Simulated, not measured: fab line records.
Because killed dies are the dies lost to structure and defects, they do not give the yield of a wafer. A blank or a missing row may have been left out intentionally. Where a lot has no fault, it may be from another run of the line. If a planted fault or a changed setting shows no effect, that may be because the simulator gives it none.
fab line records	flow nandHarc
[record] lots = 5	wafers = 15	lastDay = 23
route steps=1159 shown A_CONTACT@902
lots with no fault: from the same line, run without faults
startH: the number of hours between the record's first day and the start of the first shown wafer of the lot	waitH: hours since the lot's step before	" identical to the entry in the row above	L1.1+2: a row that stands for several wafers	- no value present, or no start provided	* or withheld: withheld	< > ~ a bound
route shown NAME@n: NAME is a module with steps in the file, n the number in the route of the first one	usual: the fault-free wafers' mean and standard deviation	same: alike in all rows	chamber/n: place in a boat	sites: readings site by site	_std_site: standard deviation of those values	_edge_site: mean of outer sites minus mean of inner sites	radiusMm: for every site, how far away it sits from the centre of the wafer	mask NAME#n: copy n	behind: the tool/chamber that last shaped the wafer	hold: why the lot went on hold/how many hours it stayed there/how the hold came to an end	device: names the non-switching transistor (n, p or np)	end of line: tests of these same wafers at the route's end	a step given without rows: its recipe and nothing more	killed: not the wafer's yield, but the dies lost to structure and defects at the first sort	map: dies across one wafer; x = killed, . = not, _ = none there
set.NAME: the setting the step ran with; set.NAME@STEP: the setting that earlier step ran with	model.NAME: the simulator's own value behind a step, which no gauge read
certain route steps with their lots: each step a table, each wafer a row
services: a tool's chamber out of use, with start hour (startH, from the record's first day; less than 0 if before it), hours out, and reason
[[steps]]
[step NHARC_A_CONTACT_ETCH_77]
[recipe] targetDepthA = 726	timeS = 36.3	cf4FlowSccm = 100	chf3FlowSccm = 30	arFlowSccm = 0	rfW = 500	biasW = 200	chemistry = CF4/CHF3
[usual] drypumpMotorCurrentA = 5.68/0.25	oesProductAu = 0.935/0.02	rfVppV = 369.9/2.3	showerheadPlenumPTorr = 1.55/0.063	throttleValvePct = 16.802/0.0092
lot.wafer	tool	chamber	startH	waitH	drypumpMotorCurrentA	oesProductAu	rfHoursCounterH	rfVppV	showerheadPlenumPTorr	throttleValvePct
L074.3	rieDiel-08	1	-	-	5.92	0.919	15	372.6	1.63	16.819
L074.2	"	2	"	"	5.36	0.922	15	366.0	1.48	16.797
L074.6	"	1	"	"	5.92	0.921	-	372.3	1.63	16.805
L091.3	rieDiel-08	3	-	-	5.98	0.919	24	368.9	1.53	16.799
L091.1	"	1	"	"	5.91	0.920	33	373.1	1.63	16.791
L091.6	"	2	"	"	5.33	0.928	-	365.3	1.47	16.831
L090.2	rieDiel-01	0	-	-	5.35	0.906	56	371.8	1.58	16.794
L090.6	"	0	"	"	5.35	0.925	-	371.9	1.58	16.807
L090.5	"	1	"	"	5.84	0.940	-	365.7	1.47	16.809
L089.1	rieDiel-08	0	-	-	5.60	0.950	36	369.2	1.54	16.804
L089.4	"	2	"	"	5.35	0.959	36	368.5	1.47	16.784
L089.6	"	3	"	"	5.99	0.934	-	367.6	1.53	16.788
L097.1	rieDiel-11	0	-	-	5.43	0.930	51	373.4	1.63	16.802
L097.3	"	1	"	"	5.80	0.918	47	367.9	1.52	16.800
L097.6	"	3	"	"	5.79	0.928	-	372.6	1.61	16.780
[step NHARC_A_CONTACT_ETCH_78]
[recipe] targetDepthA = 28000	overEtchFrac = 0.3	timeS = 728	ionEnergyEv = 150	o2FlowSccm = 400	cosFlowSccm = 20	arFlowSccm = 0	rfW = 500	biasW = 300	chemistry = O2/COS
[usual] drypumpMotorCurrentA = 5.70/0.24	oesProductAu = 0.998/0.012	rfVppV = 313.7/1.9	showerheadPlenumPTorr = 3.08/0.12	throttleValvePct = 28.329/0.0089
lot.wafer	tool	chamber	startH	waitH	drypumpMotorCurrentA	oesProductAu	rfHoursCounterH	rfVppV	showerheadPlenumPTorr	throttleValvePct
L074.2	rieDiel-08	0	-	-	5.58	0.996	15	312.7	3.06	28.315
L074.3	"	1	"	"	5.92	1.006	15	317.7	3.24	28.334
L074.6	"	0	"	"	5.58	1.002	-	312.8	3.06	28.344
L091.1	rieDiel-08	2	-	-	5.38	0.997	34	311.1	2.92	28.335
L091.3	"	0	"	"	5.58	0.999	35	313.6	3.05	28.343
L091.6	"	1	"	"	5.93	1.001	-	315.1	3.23	28.331
L090.2	rieDiel-01	0	-	-	5.36	0.986	56	313.5	3.14	28.307
L090.6	"	0	"	"	5.37	0.991	-	315.7	3.14	28.332
L090.5	"	1	"	"	5.83	1.015	-	311.4	2.92	28.340
L089.4	rieDiel-08	2	-	-	5.37	0.995	36	311.3	2.92	28.336
L089.1	"	3	"	"	6.01	0.993	25	314.1	3.04	28.340
L089.6	"	3	"	"	6.00	0.984	-	314.0	3.04	28.319
L097.1	rieDiel-11	1	-	-	5.79	0.984	47	313.0	3.02	28.329
L097.3	"	2	"	"	5.60	1.009	45	311.3	2.98	28.335
L097.6	"	1	"	"	5.78	0.976	-	313.2	3.02	28.337
[step NHARC_A_CONTACT_ETCH_124]
[recipe] sourceW = withheld	pressureMtorr = 20	biasV = withheld	timeS = 140	targetDepthA = 7000	arFlowSccm = withheld	c4f8FlowSccm = withheld	o2FlowSccm = withheld	chemistry = C4F8/O2/Ar
lot.wafer	tool	chamber	startH	waitH	rfHoursCounterH
L074.2	harCapEtch-01	1	379.73	-	45
L074.3	"	0	"	"	-
L074.6	"	1	"	"	-
L091.1	harCapEtch-02	0	467.22	-	32
L091.3	"	0	"	"	-
L091.6	"	0	"	"	-
L090.2	harCapEtch-01	1	467.97	-	62
L090.5	"	0	"	"	-
L090.6	"	1	"	"	-
L089.1	harCapEtch-02	0	471.47	-	33
L089.4	"	0	"	"	-
L089.6	"	0	"	"	-
L097.1	harCapEtch-01	0	502.04	-	66
L097.3	"	1	"	"	-
L097.6	"	1	"	"	-
[step NHARC_A_CONTACT_ETCH_125]
[recipe] sourceW = withheld	pressureMtorr = 20	biasV = 1200	timeS = 155	targetDepthA = 9560	arFlowSccm = withheld	c4f8FlowSccm = withheld	o2FlowSccm = withheld	chemistry = C4F8/O2/Ar
lot.wafer	tool	chamber	startH	waitH	rfHoursCounterH
L074.2	harCapEtch-01	1	379.93	0.2	45
L074.3	"	0	"	"	-
L074.6	"	1	"	"	-
L091.1	harCapEtch-02	0	467.41	0.2	32
L091.3	"	0	"	"	-
L091.6	"	0	"	"	-
L090.2	harCapEtch-01	1	468.16	0.2	62
L090.5	"	0	"	"	-
L090.6	"	1	"	"	-
L089.1	harCapEtch-02	0	471.66	0.2	33
L089.4	"	0	"	"	-
L089.6	"	0	"	"	-
L097.1	harCapEtch-01	0	502.24	0.2	66
L097.3	"	1	"	"	-
L097.6	"	1	"	"	-
[step NHARC_A_CONTACT_ETCH_126]
[recipe] sourceW = withheld	pressureMtorr = 20	biasV = 1200	timeS = 155	targetDepthA = 9560	arFlowSccm = withheld	c4f8FlowSccm = withheld	o2FlowSccm = withheld	chemistry = C4F8/O2/Ar
lot.wafer	tool	chamber	startH	waitH	rfHoursCounterH
L074.2	harCapEtch-01	1	380.08	0.1	45
L074.3	"	0	"	"	-
L074.6	"	1	"	"	-
L091.1	harCapEtch-02	0	467.55	0.1	32
L091.3	"	0	"	"	-
L091.6	"	0	"	"	-
L090.2	harCapEtch-01	1	468.30	0.1	63
L090.5	"	0	"	"	-
L090.6	"	1	"	"	-
L089.1	harCapEtch-02	0	471.81	0.1	34
L089.4	"	0	"	"	-
L089.6	"	0	"	"	-
L097.1	harCapEtch-01	0	502.38	0.1	66
L097.3	"	1	"	"	-
L097.6	"	1	"	"	-
[step NHARC_A_CONTACT_ETCH_127]
[recipe] sourceW = withheld	pressureMtorr = 20	biasV = 1200	timeS = 155	targetDepthA = 9560	arFlowSccm = withheld	c4f8FlowSccm = withheld	o2FlowSccm = withheld	chemistry = C4F8/O2/Ar
lot.wafer	tool	chamber	startH	waitH	rfHoursCounterH
L074.2	harCapEtch-01	1	380.22	0.1	45
L074.3	"	0	"	"	-
L074.6	"	1	"	"	-
L091.1	harCapEtch-02	0	467.70	0.1	32
L091.3	"	0	"	"	-
L091.6	"	0	"	"	-
L090.2	harCapEtch-01	1	468.44	0.1	63
L090.5	"	0	"	"	-
L090.6	"	1	"	"	-
L089.1	harCapEtch-02	0	471.95	0.1	34
L089.4	"	0	"	"	-
L089.6	"	0	"	"	-
L097.1	harCapEtch-01	0	502.52	0.1	67
L097.3	"	1	"	"	-
L097.6	"	1	"	"	-
[step NHARC_A_CONTACT_ETCH_128]
[recipe] sourceW = withheld	pressureMtorr = 20	biasV = 1200	timeS = 155	targetDepthA = 9560	arFlowSccm = withheld	c4f8FlowSccm = withheld	o2FlowSccm = withheld	chemistry = C4F8/O2/Ar
lot.wafer	tool	chamber	startH	waitH	rfHoursCounterH
L074.2	harCapEtch-01	1	380.36	0.1	45
L074.3	"	0	"	"	-
L074.6	"	1	"	"	-
L091.1	harCapEtch-02	0	467.84	0.1	32
L091.3	"	0	"	"	-
L091.6	"	0	"	"	-
L090.2	harCapEtch-01	1	468.58	0.1	63
L090.5	"	0	"	"	-
L090.6	"	1	"	"	-
L089.1	harCapEtch-02	0	472.09	0.1	34
L089.4	"	0	"	"	-
L089.6	"	0	"	"	-
L097.1	harCapEtch-01	0	502.66	0.1	67
L097.3	"	1	"	"	-
L097.6	"	1	"	"	-
[step NHARC_A_CONTACT_ETCH_129]
[recipe] sourceW = withheld	pressureMtorr = 20	biasV = 1200	timeS = 155	targetDepthA = 9560	arFlowSccm = withheld	c4f8FlowSccm = withheld	o2FlowSccm = withheld	chemistry = C4F8/O2/Ar
lot.wafer	tool	chamber	startH	waitH	rfHoursCounterH
L074.2	harCapEtch-01	1	380.50	0.1	45
L074.3	"	0	"	"	-
L074.6	"	1	"	"	-
L091.1	harCapEtch-02	0	467.98	0.1	33
L091.3	"	0	"	"	-
L091.6	"	0	"	"	-
L090.2	harCapEtch-01	1	468.73	0.1	63
L090.5	"	0	"	"	-
L090.6	"	1	"	"	-
L089.1	harCapEtch-02	0	472.23	0.1	34
L089.4	"	0	"	"	-
L089.6	"	0	"	"	-
L097.1	harCapEtch-01	0	502.80	0.1	67
L097.3	"	1	"	"	-
L097.6	"	1	"	"	-
[step NHARC_A_CONTACT_ETCH_130]
[recipe] sourceW = withheld	pressureMtorr = 20	biasV = 1200	timeS = 155	targetDepthA = 9560	arFlowSccm = withheld	c4f8FlowSccm = withheld	o2FlowSccm = withheld	chemistry = C4F8/O2/Ar
lot.wafer	tool	chamber	startH	waitH	rfHoursCounterH
L074.2	harCapEtch-01	1	380.64	0.1	45
L074.3	"	0	"	"	-
L074.6	"	1	"	"	-
L091.1	harCapEtch-02	0	468.12	0.1	33
L091.3	"	0	"	"	-
L091.6	"	0	"	"	-
L090.2	harCapEtch-01	1	468.87	0.1	63
L090.5	"	0	"	"	-
L090.6	"	1	"	"	-
L089.1	harCapEtch-02	0	472.37	0.1	34
L089.4	"	0	"	"	-
L089.6	"	0	"	"	-
L097.1	harCapEtch-01	0	502.94	0.1	67
L097.3	"	1	"	"	-
L097.6	"	1	"	"	-
[step NHARC_A_CONTACT_ETCH_131]
[recipe] sourceW = withheld	pressureMtorr = 20	biasV = 1200	timeS = 155	targetDepthA = 9560	arFlowSccm = withheld	c4f8FlowSccm = withheld	o2FlowSccm = withheld	chemistry = C4F8/O2/Ar
lot.wafer	tool	chamber	startH	waitH	rfHoursCounterH
L074.2	harCapEtch-01	1	380.78	0.1	46
L074.3	"	0	"	"	-
L074.6	"	1	"	"	-
L091.1	harCapEtch-02	0	468.26	0.1	33
L091.3	"	0	"	"	-
L091.6	"	0	"	"	-
L090.2	harCapEtch-01	1	469.01	0.1	63
L090.5	"	0	"	"	-
L090.6	"	1	"	"	-
L089.1	harCapEtch-02	0	472.51	0.1	34
L089.4	"	0	"	"	-
L089.6	"	0	"	"	-
L097.1	harCapEtch-01	0	503.09	0.1	67
L097.3	"	1	"	"	-
L097.6	"	1	"	"	-
[step NHARC_A_CONTACT_ETCH_132]
[recipe] sourceW = withheld	pressureMtorr = 20	biasV = 1200	timeS = 156	targetDepthA = 9580	arFlowSccm = withheld	c4f8FlowSccm = withheld	o2FlowSccm = withheld	chemistry = C4F8/O2/Ar
lot.wafer	tool	chamber	startH	waitH	rfHoursCounterH
L074.2	harCapEtch-01	1	380.92	0.1	46
L074.3	"	0	"	"	-
L074.6	"	1	"	"	-
L091.1	harCapEtch-02	0	468.41	0.1	33
L091.3	"	0	"	"	-
L091.6	"	0	"	"	-
L090.2	harCapEtch-01	1	469.15	0.1	63
L090.5	"	0	"	"	-
L090.6	"	1	"	"	-
L089.1	harCapEtch-02	0	472.66	0.1	34
L089.4	"	0	"	"	-
L089.6	"	0	"	"	-
L097.1	harCapEtch-01	0	503.23	0.1	67
L097.3	"	1	"	"	-
L097.6	"	1	"	"	-
[step NHARC_A_CONTACT_ETCH_133]
[recipe] sourceW = withheld	pressureMtorr = 20	biasV = 400	timeS = 195	targetDepthA = 8400	arFlowSccm = withheld	c4f8FlowSccm = 11.5	o2FlowSccm = 7.2	chemistry = C4F8/O2/Ar
lot.wafer	tool	chamber	startH	waitH	rfHoursCounterH
L074.2	harCapEtch-01	1	381.07	0.1	46
L074.3	"	0	"	"	-
L074.6	"	1	"	"	-
L091.1	harCapEtch-02	0	468.57	0.1	33
L091.3	"	0	"	"	-
L091.6	"	0	"	"	-
L090.2	harCapEtch-01	1	469.31	0.1	63
L090.5	"	0	"	"	-
L090.6	"	1	"	"	-
L089.1	harCapEtch-02	0	472.82	0.1	34
L089.4	"	0	"	"	-
L089.6	"	0	"	"	-
L097.1	harCapEtch-01	0	503.37	0.1	67
L097.3	"	1	"	"	-
L097.6	"	1	"	"	-
[step NHARC_A_CONTACT_ETCH_91]
[recipe] targetDepthA = 400	overEtchFrac = 0.5	timeS = 85.7	ionEnergyEv = 120	ch3fFlowSccm = 50	o2FlowSccm = 30	arFlowSccm = 200	rfW = 500	biasW = 100	chemistry = CH3F/O2
[usual] drypumpMotorCurrentA = 5.73/0.25	oesProductAu = 0.93/0.03	rfVppV = 244.0/1.5	showerheadPlenumPTorr = 2.43/0.094	throttleValvePct = 20.663/0.0087
lot.wafer	tool	chamber	startH	waitH	drypumpMotorCurrentA	oesProductAu	rfHoursCounterH	rfVppV	showerheadPlenumPTorr	throttleValvePct
L074.2	rieDiel-08	1	381.66	0.5	5.92	0.92	16	246.2	2.55	20.665
L074.3	"	2	"	"	5.33	0.92	15	242.6	2.30	20.668
L074.6	"	3	"	"	5.98	0.91	-	242.1	2.39	20.664
L091.3	rieDiel-11	3	469.12	0.4	5.80	0.92	38	245.5	2.53	20.666
L091.1	"	0	"	"	5.47	0.93	38	245.1	2.56	20.665
L091.6	"	1	"	"	5.75	0.90	-	244.0	2.38	20.665
L090.2	rieDiel-08	0	469.89	0.5	5.58	0.93	36	244.0	2.40	20.664
L090.6	"	1	"	"	5.94	0.92	-	246.6	2.55	20.663
L090.5	"	2	"	"	5.35	0.93	-	242.3	2.29	20.660
L089.4	rieDiel-08	3	473.36	0.4	5.97	0.92	26	243.9	2.39	20.671
L089.1	"	0	"	"	5.58	0.93	37	243.8	2.40	20.663
L089.6	"	3	"	"	5.99	0.91	-	242.4	2.39	20.657
L097.3	rieDiel-08	2	503.95	0.4	5.34	0.91	3	242.7	2.29	20.685
L097.1	"	3	"	"	5.97	0.90	4	243.7	2.39	20.667
L097.6	"	1	"	"	5.92	0.92	-	245.5	2.54	20.675
[step NHARC_A_CONTACT_ETCH_97]
[recipe] targetDepthA = 200	overEtchFrac = 0.5	timeS = 10	ionEnergyEv = 250	c4f6FlowSccm = 25	o2FlowSccm = 20	arFlowSccm = 500	rfW = 600	biasW = 500	chemistry = C4F6/O2
[usual] drypumpMotorCurrentA = 5.74/0.25	oesProductAu = 0.958/0.023	rfVppV = 545.9/2.9	showerheadPlenumPTorr = 3.87/0.14	throttleValvePct = 26.904/0.009
lot.wafer	tool	chamber	startH	waitH	drypumpMotorCurrentA	oesProductAu	rfHoursCounterH	rfVppV	showerheadPlenumPTorr	throttleValvePct
L074.3	rieDiel-08	3	-	-	6.01	0.962	15	545.2	3.82	26.903
L074.2	"	1	"	"	5.92	0.941	16	550.1	4.07	26.898
L074.6	"	0	"	"	5.58	0.959	-	544.8	3.85	26.913
L091.1	rieDiel-11	3	-	-	5.80	0.951	38	548.4	4.02	26.904
L091.3	"	0	"	"	5.42	0.950	39	549.7	4.07	26.911
L091.6	"	1	"	"	5.79	0.932	-	544.3	3.80	26.894
L090.2	rieDiel-08	2	-	-	5.38	0.981	36	541.6	3.68	26.919
L090.6	"	3	"	"	5.97	0.959	-	543.7	3.82	26.911
L090.5	"	0	"	"	5.58	0.955	-	544.8	3.84	26.925
L089.4	rieDiel-08	1	-	-	5.94	0.948	35	549.1	4.06	26.888
L089.1	"	3	"	"	6.01	0.948	27	545.3	3.82	26.906
L089.6	"	1	"	"	5.94	0.955	-	549.6	4.05	26.902
L097.1	rieDiel-08	0	-	-	5.58	0.956	4	544.9	3.83	26.902
L097.3	"	1	"	"	5.93	0.969	4	549.8	4.05	26.905
L097.6	"	1	"	"	5.96	0.961	-	550.0	4.05	26.892
[step NHARC_A_CONTACT_CD_MEAS_80]
[usual] cdNm = 189.7/0.71
lot.wafer	tool	chamber	startH	waitH	cdNm
L074.2	cdSem-03	-	381.91	-	189.9
L074.3	"	-	"	"	189.6
L074.6	"	-	"	"	190.5
L091.1	cdSem-01	-	469.31	-	189.5
L091.3	"	-	"	"	190.5
L091.6	"	-	"	"	189.8
L090.2	cdSem-03	-	470.06	-	189.8
L090.5	"	-	"	"	188.5
L090.6	"	-	"	"	189.7
L089.1	cdSem-02	-	473.74	-	191.1
L089.4	"	-	"	"	190.7
L089.6	"	-	"	"	190.6
L097.1	cdSem-01	-	504.16	-	190.1
L097.3	"	-	"	"	189.9
L097.6	"	-	"	"	189.6
[step NHARC_A_CONTACT_STRIP_103]
[recipe] n2FlowSccm = 150	h2FlowSccm = 150	arFlowSccm = 0	biasW = 0	chemistry = N2/H2
lot.wafer	tool	chamber	startH	waitH
L074.2+3+6	rieDiel-01	1,0,1	381.98	0.1
L091.3+1+6	rieDiel-08	1,0,1	469.59	0.3
L090.2+6+5	rieDiel-11	0,2,3	470.16	0.1
L089.1+4+6	rieDiel-11	1,3,1	473.82	0.1
L097.1+3+6	rieDiel-08	2,3,3	504.23	0.1
[step NHARC_A_CONTACT_STRIP_104]
[recipe] cf4FlowSccm = 100	chf3FlowSccm = 30	arFlowSccm = 0	biasW = 0	chemistry = CF4/CHF3
lot.wafer	tool	chamber	startH	waitH
L074.3+2+6	rieDiel-01	2,3,2	382.08	0.1
L091.1+3+6	rieDiel-08	2,0,2	469.73	0.1
L090.2+5+6	rieDiel-11	1,2,3	470.44	0.3
L089.4+1+6	rieDiel-11	0,1,3	473.91	0.1
L097.1+3+6	rieDiel-08	2,0,2	504.33	0.1
[step NHARC_A_CONTACT_STRIP_105]
[recipe] o2FlowSccm = 400	cosFlowSccm = 20	arFlowSccm = 0	biasW = 0	chemistry = O2/COS
lot.wafer	tool	chamber	startH	waitH
L074.3+2+6	rieDiel-01	0,1,0	382.34	0.3
L091.1+3+6	rieDiel-08	3,0,3	469.83	0.1
L090.2+6+5	rieDiel-11	3,1,2	470.63	0.2
L089.4+1+6	rieDiel-11	3,2,0	473.97	0.1
L097.1+3+6	rieDiel-08	3,0,0	504.39	0.1
[step NHARC_A_CONTACT_ETCH_106]
[recipe] targetDepthA = 600	overetchA = 60	timeS = 33	ionEnergyEv = 100	cf4FlowSccm = 80	o2FlowSccm = 20	arFlowSccm = 0	rfW = 300	biasW = 100	chemistry = CF4/O2
[usual] drypumpMotorCurrentA = 5.70/0.25	oes_f_703_au = 0.999/0.0049	oesProductAu = 0.996/0.012	rfVppV = 197.5/1.3	showerheadPlenumPTorr = 1.32/0.052	throttleValvePct = 13.398/0.0093
lot.wafer	tool	chamber	startH	waitH	drypumpMotorCurrentA	oes_f_703_au	oesProductAu	rfHoursCounterH	rfVppV	showerheadPlenumPTorr	throttleValvePct
L074.2	rieDiel-01	1	382.41	0.1	5.86	0.993	1.005	22	196.2	1.25	13.399
L074.3	"	2	"	"	5.81	0.998	0.990	22	200.9	1.40	13.401
L074.6	"	0	"	"	5.37	1.001	0.990	-	198.2	1.35	13.397
L091.1	rieDiel-08	0	469.96	0.1	5.57	0.997	1.007	36	197.9	1.30	13.404
L091.3	"	1	"	"	5.91	0.988	0.994	34	199.1	1.38	13.392
L091.6	"	3	"	"	6.02	0.997	0.993	-	197.1	1.30	13.418
L090.2	rieDiel-11	0	470.92	0.3	5.46	0.995	1.011	39	198.8	1.39	13.392
L090.5	"	1	"	"	5.78	1.002	0.979	-	197.7	1.29	13.409
L090.6	"	2	"	"	5.59	1.005	1.011	-	197.1	1.28	13.392
L089.1	rieDiel-11	3	474.03	0.0	5.80	1.008	1.002	39	197.8	1.37	13.402
L089.4	"	2	"	"	5.59	1.003	1.007	36	196.4	1.28	13.414
L089.6	"	3	"	"	5.82	0.997	0.995	-	197.8	1.37	13.400
L097.3	rieDiel-08	0	504.45	0.1	5.57	0.999	1.022	4	197.0	1.30	13.386
L097.1	"	3	"	"	5.98	1.005	0.994	4	196.8	1.30	13.403
L097.6	"	0	"	"	5.56	1.003	1.018	-	196.4	1.30	13.390
[step NHARC_A_CONTACT_STRIP_82]
[recipe] o2FlowSccm = 500	arFlowSccm = 0	biasW = 0	chemistry = O2
[usual] drypumpMotorCurrentA = 5.71/0.24	oesProductAu = 0.997/0.011	rfVppV = 57.6/0.98	showerheadPlenumPTorr = 3.49/0.13	throttleValvePct = 17.038/0.0094
lot.wafer	tool	chamber	startH	waitH	drypumpMotorCurrentA	oesProductAu	rfHoursCounterH	rfVppV	showerheadPlenumPTorr	throttleValvePct
L074.3	rieDiel-01	0	-	-	5.38	0.990	25	59.4	3.57	17.048
L074.2	"	3	"	"	6.10	0.984	25	59.4	3.57	17.044
L074.6	"	0	"	"	5.36	0.979	-	57.3	3.57	17.031
L091.3	rieDiel-08	1	-	-	5.95	0.989	34	57.1	3.65	17.042
L091.1	"	2	"	"	5.35	0.998	36	58.4	3.30	17.025
L091.6	"	0	"	"	5.57	1.006	-	57.9	3.45	17.047
L090.2	rieDiel-11	1	-	-	5.78	0.974	37	56.4	3.42	17.049
L090.6	"	0	"	"	5.46	1.006	-	57.6	3.67	17.045
L090.5	"	1	"	"	5.82	0.984	-	56.4	3.42	17.033
L089.4	rieDiel-11	3	-	-	5.84	0.993	39	56.9	3.62	17.039
L089.1	"	0	"	"	5.47	1.003	40	57.1	3.67	17.051
L089.6	"	3	"	"	5.84	0.996	-	58.5	3.62	17.036
L097.3	rieDiel-08	1	-	-	5.93	1.007	4	57.1	3.65	17.037
L097.1	"	2	"	"	5.39	0.987	3	58.3	3.30	17.048
L097.6	"	0	"	"	5.59	1.022	-	57.3	3.44	17.037
[step NHARC_A_CONTACT_STRIP_83]
[recipe] timeS = 600	tempC = 30	chemistry = postEtchResidueRemover
lot.wafer	tool	chamber	startH	waitH
L074.2+3+6	wetBench-02	6,7,2	382.79	-
L091.1+3+6	wetBench-02	3,5,6	470.33	-
L090.5+6+2	wetBench-02	6,0,1	471.36	-
L089.4+1+6	wetBench-06	6,2,3	474.41	-
L097.1+3+6	wetBench-05	3,4,6	504.83	-
[step NHARC_A_CONTACT_DEP_84]
[recipe] targetThkA = 20000	tempC = 400	material = aC
[usual] throttleValvePct = 35.000/0.0093
lot.wafer	tool	chamber	startH	waitH	throttleValvePct
L074.2	aclDep-01	0	383.26	-	34.991
L074.3	"	0	"	"	34.993
L074.6	"	0	"	"	35.005
L091.1	aclDep-02	0	470.60	-	34.987
L091.3	"	0	"	"	34.997
L091.6	"	0	"	"	34.989
L090.2	aclDep-02	0	472.03	-	34.981
L090.5	"	0	"	"	34.999
L090.6	"	0	"	"	34.985
L089.1	aclDep-02	0	475.63	-	34.995
L089.4	"	0	"	"	35.005
L089.6	"	0	"	"	35.001
L097.1	aclDep-02	0	505.79	-	35.001
L097.3	"	0	"	"	34.988
L097.6	"	0	"	"	34.992
[step NHARC_A_CONTACT_DEP_85]
[recipe] targetThkA = 500	targetThkNm = 50	tempC = 400	pressureTorr = 3.5	flowSccm = 200	rfW = 350	material = SiON
[usual] heaterPowerW = 779/99
lot.wafer	tool	chamber	startH	waitH	heaterPowerW
L074.3	pecvd-03	0	384.31	0.6	719
L074.2	"	2	"	"	757
L074.6	"	0	"	"	717
L091.3	pecvd-04	0	471.84	0.6	785
L091.1	"	1	"	"	943
L091.6	"	2	"	"	807
L090.2	pecvd-03	0	473.09	0.9	718
L090.6	"	0	"	"	739
L090.5	"	1	"	"	637
L089.1	pecvd-01	1	477.05	1.2	628
L089.4	"	0	"	"	751
L089.6	"	2	"	"	860
L097.1	pecvd-03	0	507.08	1.1	849
L097.3	"	1	"	"	812
L097.6	"	0	"	"	831
[step NHARC_A_CONTACT_DEHYDRATE_00]
[recipe] tempC = 150	timeS = 120
[usual] chillPlateTempC = 23.02/0.093
lot.wafer	tool	chamber	startH	waitH	chillPlateTempC
L074.2	lithoTrack-06	0	384.58	0.2	23.02
L074.3	"	0	"	"	22.99
L074.6	"	0	"	"	23.06
L091.1	lithoTrack-01	0	472.11	0.2	22.91
L091.3	"	0	"	"	22.98
L091.6	"	0	"	"	22.95
L090.2	lithoTrack-04	0	473.36	0.2	22.96
L090.5	"	0	"	"	22.99
L090.6	"	0	"	"	23.06
L089.1	lithoTrack-01	0	477.29	0.2	22.98
L089.4	"	0	"	"	22.95
L089.6	"	0	"	"	22.93
L097.1	lithoTrack-04	0	507.37	0.3	23.08
L097.3	"	0	"	"	23.00
L097.6	"	0	"	"	22.98
[step NHARC_A_CONTACT_HMDS_01]
[recipe] timeS = 30
[usual] chillPlateTempC = 23.00/0.11
lot.wafer	tool	chamber	startH	waitH	chillPlateTempC
L074.2	lithoTrack-06	0	-	-	23.07
L074.3	"	0	"	"	22.96
L074.6	"	0	"	"	23.16
L091.1	lithoTrack-01	0	-	-	22.92
L091.3	"	0	"	"	23.04
L091.6	"	0	"	"	22.91
L090.2	lithoTrack-04	0	-	-	23.10
L090.5	"	0	"	"	23.01
L090.6	"	0	"	"	22.96
L089.1	lithoTrack-01	0	-	-	23.00
L089.4	"	0	"	"	22.88
L089.6	"	0	"	"	22.87
L097.1	lithoTrack-04	0	-	-	22.90
L097.3	"	0	"	"	23.15
L097.6	"	0	"	"	22.94
[[services]]
tool	chamber	startH	hours	kind
wetBench-02	-	356.00	8.0	pm
wetBench-05	-	359.01	4.0	repair
rieDiel-08	3	359.70	1.3	repair
rieDiel-01	2	362.64	2.9	repair
rieDiel-11	-	366.50	9.0	pm
wetBench-05	-	372.90	8.0	pm
pecvd-04	-	376.56	13.0	pm
pecvd-03	-	394.27	2.7	repair
pecvd-01	-	418.07	13.0	pm
rieDiel-01	2	423.97	50.2	repair
pecvd-03	2	431.30	3.2	repair
rieDiel-08	1	437.38	8.4	repair
lithoTrack-01	-	443.00	7.0	pm
rieDiel-08	2	461.42	1.3	repair
rieDiel-01	3	466.91	9.3	repair
lithoTrack-06	-	467.00	7.0	pm
pecvd-03	-	473.54	13.0	pm
aclDep-01	-	476.28	13.0	pm
pecvd-04	2	477.63	5.5	repair
rieDiel-08	-	478.80	9.0	pm
wetBench-06	-	481.62	8.0	pm
lithoTrack-04	-	491.00	7.0	pm
rieDiel-01	-	491.88	9.0	pm
wetBench-06	-	496.34	1.3	repair
[[key]]
fault none
